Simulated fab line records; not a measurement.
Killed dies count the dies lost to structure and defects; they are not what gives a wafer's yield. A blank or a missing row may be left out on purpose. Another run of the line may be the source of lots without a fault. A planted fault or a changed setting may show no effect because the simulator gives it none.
Which of the tools did it? + flow n5_finfet + 10 lots with 28 wafers sampled at 4 steps, on a route of 1938 steps

WHAT THE GAUGES SHOWED, per wafer
N5_BEOL_M13_THK_MEAS_01.
| lot  | measured     | on            | M13_ILD_THK (nm) |
|------|--------------|---------------|------------------|
| L247 | day 11 15:21 | film_metro-02 | 836 844 848      |
| L248 | day 11 18:07 | film_metro-01 | 829 833 844      |
| L250 | day 12 11:39 | film_metro-02 | 829 841 854      |
| L254 | day 13 11:10 | film_metro-01 | 838 673          |
| L257 | day 13 20:32 | film_metro-02 | 668 860 859      |
| L256 | day 13 21:59 | film_metro-02 | 827 676          |
| L260 | day 14 16:38 | film_metro-02 | 835 829 837      |
| L264 | day 15 17:37 | film_metro-01 | 849 862 845      |
| L265 | day 15 23:37 | film_metro-01 | 818 818 836      |
| L262 | day 17 06:34 | film_metro-01 | 824 831 842      |

TOOL THAT RAN EACH LOT (tool first, then ch and the chambers of the sampled wafers, then the start)
| lot  | N5_BEOL_M12_ANNEAL_48            | N5_BEOL_M12_DEP_53              | N5_BEOL_M13_ILD_DEP_00          |
|------|----------------------------------|---------------------------------|---------------------------------|
| L247 | rtp_anneal-02 ch 0, day 11 14:28 | pecvd-01 ch 1,2, day 11 15:04   | pecvd-03 ch 0,1,2, day 11 15:12 |
| L248 | rtp_anneal-01 ch 0, day 11 17:17 | pecvd-03 ch 0,1,2, day 11 17:51 | pecvd-01 ch 1,2, day 11 17:58   |
| L250 | rtp_anneal-01 ch 0, day 12 10:41 | pecvd-01 ch 2, day 12 11:22     | pecvd-03 ch 0,1,2, day 12 11:30 |
| L254 | rtp_anneal-02 ch 0, day 13 10:22 | pecvd-03 ch 0,1, day 13 10:54   | pecvd-03 ch 0,2, day 13 11:04   |
| L257 | rtp_anneal-01 ch 0, day 13 19:41 | pecvd-01 ch 0,1,2, day 13 20:15 | pecvd-03 ch 0,2, day 13 20:22   |
| L256 | rtp_anneal-01 ch 0, day 13 21:02 | pecvd-01 ch 1,2, day 13 21:41   | pecvd-03 ch 0, day 13 21:50     |
| L260 | rtp_anneal-02 ch 0, day 14 15:41 | pecvd-03 ch 0,1,2, day 14 16:21 | pecvd-01 ch 1,2, day 14 16:28   |
| L264 | rtp_anneal-01 ch 0, day 15 16:41 | pecvd-03 ch 1,2, day 15 17:20   | pecvd-01 ch 1,2, day 15 17:28   |
| L265 | rtp_anneal-02 ch 0, day 15 22:41 | pecvd-02 ch 0,1,2, day 15 23:20 | pecvd-01 ch 0,1,2, day 15 23:28 |
| L262 | rtp_anneal-01 ch 0, day 17 05:42 | pecvd-01 ch 0,1, day 17 06:17   | pecvd-04 ch 0,1,2, day 17 06:25 |
- N5_BEOL_M12_ANNEAL_48: time 90 s.
- N5_BEOL_M12_DEP_53: deposits SiCN from 3MS/NH3, target thk 30 nm, time 10.5 s.
- N5_BEOL_M13_ILD_DEP_00: deposits SiOC from DEMS/O2, target thk 837.92 nm, time 166.4 s.

THE ANSWER, worked out from the rows above alone
Rule: the usual values come from the lots themselves. The widest of any qualifying gaps counts: lots, ordered by their means at a reading, are off when they make up no more than a third of the lots, leave a main group of 4 or more, and stand apart from it by 3 or more times the standard deviation of that group's means. The tables above print the reading to a certain number of digits; a main group whose means all agree to those digits is not used. A lot without any number at a reading at which 4 lots or more have one is off too. Any other lot the step has rows for is counted as sound.
Off: L254, L257, L256, seen at N5_BEOL_M13_THK_MEAS_01 (M13_ILD_THK). The main group has a mean of 837 nm with a standard deviation of 8.3.
A tool fits if, at a process step before that reading, it ran every lot that is off, and no sound lot after the first of them. The gauges at N5_BEOL_M13_THK_MEAS_01 are tried like those tools. One fits: N5_BEOL_M13_ILD_DEP_00 on pecvd-03. A fault onset in the window from L250 (day 12 11:30, its last sound lot) to L254 (day 13 11:04, its first lot off) fits.

WHAT THE SIMULATOR HAD PUT IN
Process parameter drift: pecvd-03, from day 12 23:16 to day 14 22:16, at N5_BEOL_M13_ILD_DEP_00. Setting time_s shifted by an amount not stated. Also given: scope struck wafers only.
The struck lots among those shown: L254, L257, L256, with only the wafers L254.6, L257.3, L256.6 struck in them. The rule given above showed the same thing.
